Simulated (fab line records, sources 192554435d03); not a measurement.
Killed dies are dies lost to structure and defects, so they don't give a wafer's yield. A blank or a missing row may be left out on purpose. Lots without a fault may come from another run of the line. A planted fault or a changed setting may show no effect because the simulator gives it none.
fab line records | flow n5_finfet
record lots=6 wafers=18 last_day=17
route steps=1938 shown BEOL_M3@957 BEOL_M4@1111 PASSIVATION@1936
lots that met no fault: from a run of the same line without faults
start_h: hours from the record's first day to the start of the lot's first wafer shown | wait_h: hours since the lot's step before | " the same as in the row above | L1.1+2: a row that stands for several wafers | - no value, or no start given | * or withheld: withheld | < > ~ a bound
route shown NAME@n: a module of which the file shows steps, and the number in the route of the first | usual: mean/standard deviation of fault-free wafers | same: alike in all rows | chamber/n: place in a boat | sites: the reading at each site | _std_site: their standard deviation | _edge_site: outer sites' mean less inner sites' | radius_mm: how far each site lies from the wafer's centre | mask NAME#n: copy n | behind: the tool/chamber that last shaped the wafer | hold: why the lot was held/for how many hours/how that ended | device: the transistor (n, p or np) that didn't switch | end of line: the same wafers' tests at the end of the route | a step without rows: its recipe alone | killed: dies lost to structure and defects at the first sort, not the wafer's yield | map: a wafer's dies, x killed, . not, _ none there
set.NAME: the setting as run; set.NAME@STEP: as run at that earlier step | model.NAME: the simulator's own value behind a step, which no gauge read
lots at some steps of the route; a table a step, a row a wafer
services: from which hour (start_h, from the record's first day; less than 0 if before it) a tool's chamber was out of use, for how many hours, and why
## steps
# step N5_BEOL_M3_COAT_67
# recipe resist=SOC temp_c=250 time_s=60 spin_rpm=1500 resist_thk_nm=60
# step N5_BEOL_M3_COAT_68
# recipe resist=SiARC temp_c=220 time_s=60 spin_rpm=1500 resist_thk_nm=12
# step N5_BEOL_M3_COAT_76
# recipe resist=underlayer temp_c=205 time_s=60 spin_rpm=1500 resist_thk_nm=5
# step N5_BEOL_M3_COAT_22
# recipe resist=CAR-EUV spin_rpm=1500 resist_thk_nm=30
# step N5_BEOL_M3_EBR_24
# recipe solvent=PGMEA ebr_width_mm=1.5
# step N5_BEOL_M3_SOFTBAKE_23
# recipe temp_c=110 time_s=60 resist=CAR-EUV
# step N5_BEOL_M3_EXPOSE_25
# recipe mask_id=V2 na=0.33 source_shape=quasar sigma_inner=0.2 sigma_outer=0.8 polarization=unpolarized defocus_nm=5 dose_mj=63
# step N5_BEOL_M3_PEB_26
# recipe peb_temp_c=100 peb_time_s=60 resist=CAR-EUV
# step N5_BEOL_M3_DEVELOP_27
# recipe develop_time_s=30 developer=TMAH resist=CAR-EUV rinse_liquid=surfactant_rinse dry=air_spin dev_temp_c=23
# step N5_BEOL_M3_CD_MEAS_28
# recipe target_cd_nm=25.7 landing_energy_ev=500 detector=se_inlens target_cd_y_nm=23.3 polarity=opening
# usual cd_nm=25.68/0.24
# columns lot.wafer tool chamber start_h wait_h cd_nm
L889.1 cd_sem-03 0 143.84 - 25.37
L889.5 " 0 " " 26.11
L889.6 " 0 " " 26.13
L898.1 cd_sem-02 0 189.89 - 25.85
L898.2 " 0 " " 25.53
L898.3 " 0 " " 25.78
L901.3 cd_sem-01 0 213.21 - 25.76
L901.5 " 0 " " 25.59
L901.6 " 0 " " 25.19
L902.1 cd_sem-03 0 215.37 - 25.83
L902.4 " 0 " " 25.87
L902.5 " 0 " " 25.49
L905.2 cd_sem-01 0 230.35 - 25.48
L905.3 " 0 " " 25.52
L905.5 " 0 " " 25.53
L912.1 cd_sem-02 0 281.54 - 25.93
L912.4 " 0 " " 25.89
L912.5 " 0 " " 25.75
# step N5_BEOL_M3_OVL_MEAS_29
# recipe points_per_wafer=522
# usual V2_OVL=-0.2/0.71
# columns lot.wafer tool chamber start_h wait_h V2_OVL[nm]
L889.1 overlay-02 0 143.87 0.0 0.0
L889.5 " 0 " " 0.1
L889.6 " 0 " " -1.6
L898.1 overlay-01 0 189.92 0.0 0.3
L898.2 " 0 " " -1.2
L898.3 " 0 " " -0.8
L901.3 overlay-01 0 213.25 0.0 -0.4
L901.5 " 0 " " -0.3
L901.6 " 0 " " -0.5
L902.1 overlay-01 0 215.41 0.0 0.0
L902.4 " 0 " " 0.5
L902.5 " 0 " " -0.3
L905.2 overlay-01 0 230.38 0.0 0.4
L905.3 " 0 " " -0.4
L905.5 " 0 " " -0.9
L912.1 overlay-01 0 281.57 0.0 -0.5
L912.4 " 0 " " 0.9
L912.5 " 0 " " 0.2
# step N5_BEOL_M3_INSPECT_30
# recipe mode=adi inspect_instrument=brightfield
# usual raw_defect_count=394/71
# columns lot.wafer tool chamber start_h wait_h raw_defect_count
L889.1 defect_inspect-01 - 143.92 0.1 461
L889.5 " - " " 429
L889.6 " - " " 366
L898.1 defect_inspect-01 - 189.98 0.1 401
L898.2 " - " " 524
L898.3 " - " " 370
L901.3 defect_inspect-02 - 213.29 0.0 364
L901.5 " - " " 393
L901.6 " - " " 469
L902.1 defect_inspect-02 - 215.47 0.1 381
L902.4 " - " " 305
L902.5 " - " " 294
L905.2 defect_inspect-01 - 230.44 0.0 431
L905.3 " - " " 369
L905.5 " - " " 247
L912.1 defect_inspect-01 - 281.63 0.1 358
L912.4 " - " " 451
L912.5 " - " " 426
# step N5_BEOL_M3_DESCUM_33
# recipe chemistry=O2 time_s=7 source_power_w=50 bias_power_w=20 pressure_mtorr=20 rf_frequency_hz=2.712e+07 temp_c=40 resist=CAR-EUV o2_flow_sccm=225
# usual drypump_motor_current_A=5.6/0.53 oes_product_au=0.78/0.077 rf_vpp_V=243.2/1.5 showerhead_plenum_p_Torr=2.09/0.087 throttle_valve_pct=20.41/0.21
# columns lot.wafer tool chamber start_h wait_h drypump_motor_current_A oes_product_au rf_hours_counter_h rf_vpp_V showerhead_plenum_p_Torr throttle_valve_pct model.CAR-EUV_of_BEOL_M3_COAT_22.thk_nm
L889.1 rie_diel-05 2 144.02 0.1 6.7 0.82 93 245.2 2.20 19.97 26.2
L889.5 " 1 " " 6.1 0.85 - 246.5 2.21 20.10 26
L889.6 " 2 " " 6.7 0.82 - 245.8 2.20 19.97 26
L898.1 rie_diel-01 0 190.01 0.0 4.9 0.85 62 242.1 2.12 20.50 26
L898.2 " 2 " " 5.0 0.68 236 242.6 2.05 20.84 26
L898.3 " 3 " " 5.3 0.69 211 241.0 1.98 20.41 26
L901.3 rie_diel-05 0 213.33 0.0 5.6 0.77 129 240.4 1.95 20.54 26
L901.5 " 2 " " 6.7 0.81 - 244.9 2.20 20.00 25
L901.6 " 1 " " 6.1 0.82 - 245.2 2.20 20.17 26
L902.1 rie_diel-05 1 215.50 0.0 6.1 0.81 70 244.5 2.20 20.15 26
L902.4 " 2 " " 6.7 0.79 113 244.6 2.20 20.01 24.8
L902.5 " 3 " " 5.8 0.70 - 245.5 2.18 20.30 26
L905.2 rie_diel-01 3 230.92 0.5 5.4 0.68 218 241.8 1.98 20.41 26
L905.3 " 1 " " 5.8 0.83 58 243.7 2.13 20.56 26
L905.5 " 3 " " 5.4 0.68 - 241.9 1.98 20.40 26
L912.1 rie_diel-01 1 281.66 0.0 5.8 0.81 75 243.5 2.13 20.57 26
L912.4 " 3 " " 5.4 0.67 235 241.6 1.97 20.45 26
L912.5 " 3 " " 5.3 0.67 - 239.8 1.97 20.43 26.2
# step N5_BEOL_M3_ETCH_77
# recipe chemistry=N2/H2 target=underlayer target_depth_a=65 mask_material=CAR-EUV time_s=5.2 ion_energy_ev=200 pressure_mtorr=30 source_w=840 bias_w=150 n2_flow_sccm=200 h2_flow_sccm=200 ends=cleared
# usual drypump_motor_current_A=5.6/0.54 etch_rf_on_time_s=5.18/0.11 oes_product_au=0.67/0.065 rf_vpp_V=524/3.3 showerhead_plenum_p_Torr=2.54/0.11 throttle_valve_pct=17.82/0.26
# columns lot.wafer tool chamber start_h wait_h drypump_motor_current_A etch_rf_on_time_s oes_product_au rf_hours_counter_h rf_vpp_V showerhead_plenum_p_Torr throttle_valve_pct
L889.1 rie_diel-05 2 144.05 0.0 6.8 4.94 0.72 93 527 2.68 17.47
L889.5 " 1 " " 6.1 5.23 0.72 - 529 2.70 17.60
L889.6 " 2 " " 6.8 4.99 0.71 - 525 2.68 17.46
L898.1 rie_diel-01 0 190.05 0.0 4.9 5.14 0.74 62 524 2.59 18.08
L898.2 " 2 " " 5.0 5.30 0.57 236 525 2.51 18.43
L898.3 " 3 " " 5.3 5.21 0.59 211 520 2.43 17.96
L901.3 rie_diel-05 0 213.36 0.0 5.6 5.06 0.66 129 520 2.35 17.81
L901.5 " 2 " " 6.8 5.11 0.69 - 525 2.67 17.47
L901.6 " 1 " " 6.1 5.28 0.71 - 527 2.70 17.64
L902.1 rie_diel-05 1 215.54 0.0 6.1 5.24 0.70 70 528 2.70 17.62
L902.4 " 2 " " 6.8 5.06 0.69 113 525 2.67 17.51
L902.5 " 3 " " 5.8 5.19 0.60 - 530 2.61 17.48
L905.2 rie_diel-01 3 230.95 0.0 5.3 5.24 0.59 218 521 2.43 17.96
L905.3 " 1 " " 5.8 5.03 0.72 58 523 2.58 17.78
L905.5 " 3 " " 5.3 5.23 0.59 - 517 2.43 17.98
L912.1 rie_diel-01 1 281.70 0.0 5.8 5.04 0.72 75 525 2.57 17.84
L912.4 " 3 " " 5.3 5.25 0.58 235 519 2.42 17.99
L912.5 " 3 " " 5.3 5.30 0.57 - 519 2.42 18.00
# step N5_BEOL_M4_RC_MEAS_101
# usual DIBL_N=36.3/1.6 DIBL_P=36.2/2.1 IOFF_N=0.16/0.031 IOFF_P=0.21/0.034 ION_N=673/11 ION_P=461/7.4 SS_N=71.6/0.55 SS_P=73.3/0.66 VT_N=251/3.2 VT_P=-251/3.5
# columns lot.wafer tool chamber start_h wait_h DIBL_N[mV/V] DIBL_P[mV/V] IOFF_N[nA/um] IOFF_P[nA/um] ION_N[uA/um] ION_P[uA/um] SS_N[mV/dec] SS_P[mV/dec] VT_N[mV] VT_P[mV]
L889.1 prober-02 0 156.85 0.0 35.8 34.0 0.15 0.20 670 462 72.1 72.6 250 -251
L889.5 " 0 " " 36.9 36.3 0.18 0.24 691 473 71.9 73.8 250 -249
L889.6 " 0 " " 35.4 33.8 0.13 0.19 664 464 71.0 73.4 252 -251
L898.1 prober-02 0 206.20 0.0 38.0 39.6 0.20 0.23 687 461 71.5 73.9 247 -251
L898.2 " 0 " " 36.3 38.3 0.17 0.24 668 460 70.5 74.1 248 -249
L898.3 " 0 " " 37.4 38.0 0.17 0.20 655 450 71.7 73.1 252 -256
L901.3 prober-02 0 229.59 0.3 35.2 37.4 0.15 0.21 655 455 71.7 74.1 251 -249
L901.5 " 0 " " 36.3 39.1 0.18 0.24 687 471 71.4 73.8 248 -248
L901.6 " 0 " " 35.2 37.2 0.15 0.19 667 457 71.0 73.1 248 -251
L902.1 prober-01 0 236.31 0.0 35.9 36.0 0.14 0.18 680 467 71.1 73.3 249 -254
L902.4 " 0 " " 36.2 36.5 0.14 0.19 679 466 71.0 73.5 251 -252
L902.5 " 0 " " 35.9 35.5 0.14 0.17 669 451 70.9 72.5 252 -256
L905.2 prober-02 0 245.59 0.2 35.8 36.0 0.16 0.23 678 469 71.1 72.4 246 -247
L905.3 " 0 " " 35.2 36.1 0.15 0.23 671 466 71.1 72.8 247 -244
L905.5 " 0 " " 36.3 37.2 0.17 0.25 685 485 71.4 72.8 249 -243
L912.1 prober-01 0 297.85 0.0 35.5 35.7 0.15 0.17 680 464 71.4 72.9 250 -256
L912.4 " 0 " " 37.2 38.6 0.20 0.23 682 467 71.6 74.1 247 -250
L912.5 " 0 " " 38.1 39.8 0.20 0.25 686 470 72.0 74.1 247 -250
# step N5_PASSIVATION_PROBE_49
# usual defect_limited_yield=91.5/1.5 killed_at_M0_to_M3=32/9.4 killed_at_M4_up=12/5.1 killed_at_contacts=11/7.4 killed_at_front_end=41/11 killed_at_other=3.4/2.5 killed_dies=100/17 killed_open=65/14 killed_short=33/7 sort_bin_5_function=4.9/0.96 sort_bin_6_memory=3.1/0.7 sort_n_pass=1080/17 sort_yield_pct=91.5/1.5
# same gross_dies=1180 killed_at_back_side=0 sort_bin_4_leakage[%]=0 sort_bin_8_speed[%]=0
# columns lot.wafer tool chamber start_h wait_h defect_limited_yield[%] killed_at_M0_to_M3 killed_at_M4_up killed_at_contacts killed_at_front_end killed_at_other killed_dies killed_open killed_short sort_bin_5_function[%] sort_bin_6_memory[%] sort_n_pass sort_yield_pct[%]
L902.5 prober-01 - 326.59 0.2 91.0 28 9 5 60 4 106 75 31 4.7 3.9 1074 91.0
L905.2 prober-02 - 342.76 0.1 91.9 20 23 11 40 1 95 71 22 4.7 2.9 1085 91.9
L905.3 prober-02 - 342.81 0.1 91.7 43 10 4 40 1 98 65 33 4.7 3.4 1082 91.7
L905.5 prober-02 - 342.91 0.2 93.4 25 11 7 35 0 78 57 21 3.9 2.6 1102 93.4
# killed by level:class
L902.5 FIN_SAQP:geometric_particle:open=19 STI_FIN_REVEAL:geometric_particle:open=17 FIN_SAQP:geometric_particle:short=11 BEOL_M0_SAQP:geometric_particle:open=9 BEOL_M3:geometric_particle:open=6 STI_FIN_REVEAL:geometric_particle:short=5 BEOL_M0_SAQP:geometric_particle:short=5 BEOL_M4:geometric_particle:open=5
L905.2 BEOL_M2:geometric_particle:open=10 MOL_CONTACT_COAG:geometric_particle:open=9 BEOL_M4:geometric_particle:open=8 FIN_SAQP:geometric_particle:open=7 DUMMY_GATE:geometric_particle:open=7 GATE_CUT:geometric_particle:short=6 STI_FIN_REVEAL:geometric_particle:open=5 FIN_SAQP:geometric_particle:short=4
L905.3 STI_FIN_REVEAL:geometric_particle:open=17 BEOL_M0:geometric_particle:short=8 BEOL_M3:geometric_particle:open=8 BEOL_M0_SAQP:geometric_particle:open=7 BEOL_M2:geometric_particle:open=7 GATE_CUT:geometric_particle:short=6 BEOL_M0_SAQP:geometric_particle:short=6 GATE_CUT:geometric_particle:open=4
L905.5 BEOL_M2:geometric_particle:open=10 DUMMY_GATE:geometric_particle:open=9 FIN_SAQP:geometric_particle:open=6 BEOL_M3:geometric_particle:open=6 BEOL_M4:geometric_particle:open=6 DUMMY_GATE:geometric_particle:short=4 MOL_CONTACT_COAG:geometric_particle:open=4 GATE_CUT:geometric_particle:short=3
## services
# columns tool chamber start_h hours kind
rie_diel-01 1 140.00 12.9 repair
rie_diel-05 - 159.79 0.5 repair
rie_diel-01 3 211.88 14.8 repair
rie_diel-01 2 230.42 - clean
rie_diel-01 2 230.42 - consumable_replace:focus_ring
rie_diel-01 2 230.42 13.2 scheduled_down
rie_diel-01 2 230.42 13.2 vent_cycle
## key
first_sign none at tools or gauges
model_effect step=N5_BEOL_M3_DESCUM_33 value=CAR-EUV_of_BEOL_M3_COAT_22.thk_nm without=26 struck=24.9
met_at N5_BEOL_M3_DESCUM_33
struck_wafers L901.5,L902.4
onset_between 144.02 213.33
fault kind=process_parameter_drift tool=rie_diel-05 chamber=2 onset_h=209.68 steps=N5_BEOL_M3_DESCUM_33 channel=time_s offset=* shape=step end_h=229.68 acts_in=* stated=*
